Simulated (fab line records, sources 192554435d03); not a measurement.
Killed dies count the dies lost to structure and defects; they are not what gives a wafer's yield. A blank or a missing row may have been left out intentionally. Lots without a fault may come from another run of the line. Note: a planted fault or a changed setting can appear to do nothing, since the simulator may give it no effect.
Matching of chambers / flow n5Finfet / aldHk-01 running N5_HKMG_FIN_ALD_74: 4 sister chambers
The step deposits La2O3, target thk 0.5 nm, pulse time 6 s, co reactant pulse time 1 s. 22 wafers are shown with their chamber, then 11 later ones without.

## WAFERS WITH THEIR CHAMBER
wafer=L075.2; chamber=1; heaterPowerW (W)=368; precursorPulseHeightRel=0.999
wafer=L075.4; chamber=2; heaterPowerW (W)=285; precursorPulseHeightRel=0.969
wafer=L075.5; chamber=1; heaterPowerW (W)=360; precursorPulseHeightRel=1.002
wafer=L076.1; chamber=1; heaterPowerW (W)=363; precursorPulseHeightRel=1.030
wafer=L076.2; chamber=0; heaterPowerW (W)=363; precursorPulseHeightRel=1.010
wafer=L076.3; chamber=2; heaterPowerW (W)=298; precursorPulseHeightRel=1.011
wafer=L077.1; chamber=0; heaterPowerW (W)=367; precursorPulseHeightRel=0.981
wafer=L077.2; chamber=2; heaterPowerW (W)=291; precursorPulseHeightRel=0.987
wafer=L077.4; chamber=1; heaterPowerW (W)=362; precursorPulseHeightRel=1.000
wafer=L078.1; chamber=1; heaterPowerW (W)=364; precursorPulseHeightRel=1.025
wafer=L078.5; chamber=3; heaterPowerW (W)=367; precursorPulseHeightRel=0.993
wafer=L078.6; chamber=0; heaterPowerW (W)=358; precursorPulseHeightRel=0.997
wafer=L079.2; chamber=2; heaterPowerW (W)=297; precursorPulseHeightRel=1.033
wafer=L079.3; chamber=0; heaterPowerW (W)=361; precursorPulseHeightRel=0.992
wafer=L079.5; chamber=1; heaterPowerW (W)=368; precursorPulseHeightRel=0.993
wafer=L082.1; chamber=2; heaterPowerW (W)=300; precursorPulseHeightRel=1.044
wafer=L082.3; chamber=3; heaterPowerW (W)=362; precursorPulseHeightRel=1.000
wafer=L082.6; chamber=0; heaterPowerW (W)=352; precursorPulseHeightRel=0.984
wafer=L083.1; chamber=2; heaterPowerW (W)=300; precursorPulseHeightRel=0.957
wafer=L083.2; chamber=0; heaterPowerW (W)=361; precursorPulseHeightRel=1.005
wafer=L083.3; chamber=3; heaterPowerW (W)=360; precursorPulseHeightRel=1.002
wafer=L083.4; chamber=1; heaterPowerW (W)=362; precursorPulseHeightRel=1.059

SIGNATURES (averages over the wafers above)
reading=heaterPowerW; chamber 0=360.33; chamber 1=363.86; chamber 2=295.17; chamber 3=363.00; scatter within a chamber=4.65
reading=precursorPulseHeightRel; chamber 0=0.99483; chamber 1=1.01543; chamber 2=1.00017; chamber 3=0.99833; scatter within a chamber=0.0238
Rule: a wafer lies at a distance from a chamber equal to the root of the sum of squares, over the readings, of (its reading less the chamber's mean, divided by the reading's scatter). If the next closest chamber is less than 2 further off than the closest, the wafer can't be placed; otherwise it belongs to the closest. How the scatter is found: for the shown wafers, subtract from each reading the mean of its chamber, square and add these, divide the total by (wafers less chambers), then take the root.

## WAFERS WHOSE CHAMBER IS MISSING
wafer=L083.5; heaterPowerW (W)=294; precursorPulseHeightRel=0.959
wafer=L083.6; heaterPowerW (W)=360; precursorPulseHeightRel=0.971
wafer=L088.1; heaterPowerW (W)=360; precursorPulseHeightRel=0.977
wafer=L088.2; heaterPowerW (W)=286; precursorPulseHeightRel=0.989
wafer=L088.4; heaterPowerW (W)=354; precursorPulseHeightRel=0.991
wafer=L094.1; heaterPowerW (W)=358; precursorPulseHeightRel=0.995
wafer=L094.2; heaterPowerW (W)=357; precursorPulseHeightRel=1.012
wafer=L094.3; heaterPowerW (W)=298; precursorPulseHeightRel=0.996
wafer=L094.4; heaterPowerW (W)=348; precursorPulseHeightRel=1.021
wafer=L094.5; heaterPowerW (W)=362; precursorPulseHeightRel=0.991
wafer=L094.6; heaterPowerW (W)=298; precursorPulseHeightRel=1.021

## EACH ONE'S CHAMBER
wafer=L083.5; from the rows above=2; in truth=2
wafer=L083.6; from the rows above=can't be placed: 0 or 3 or 1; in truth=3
wafer=L088.1; from the rows above=can't be placed: 0 or 3 or 1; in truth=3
wafer=L088.2; from the rows above=2; in truth=2
wafer=L088.4; from the rows above=can't be placed: 0 or 3 or 1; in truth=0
wafer=L094.1; from the rows above=can't be placed: 0 or 3 or 1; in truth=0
wafer=L094.2; from the rows above=can't be placed: 0 or 3 or 1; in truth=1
wafer=L094.3; from the rows above=2; in truth=2
wafer=L094.4; from the rows above=can't be placed: 0 or 3 or 1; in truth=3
wafer=L094.5; from the rows above=can't be placed: 3 or 0 or 1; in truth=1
wafer=L094.6; from the rows above=2; in truth=2
Placed correctly: 4 of 11. These rows do not allow placing 7 (true chamber among the candidates in 7). Placed wrongly: 0.
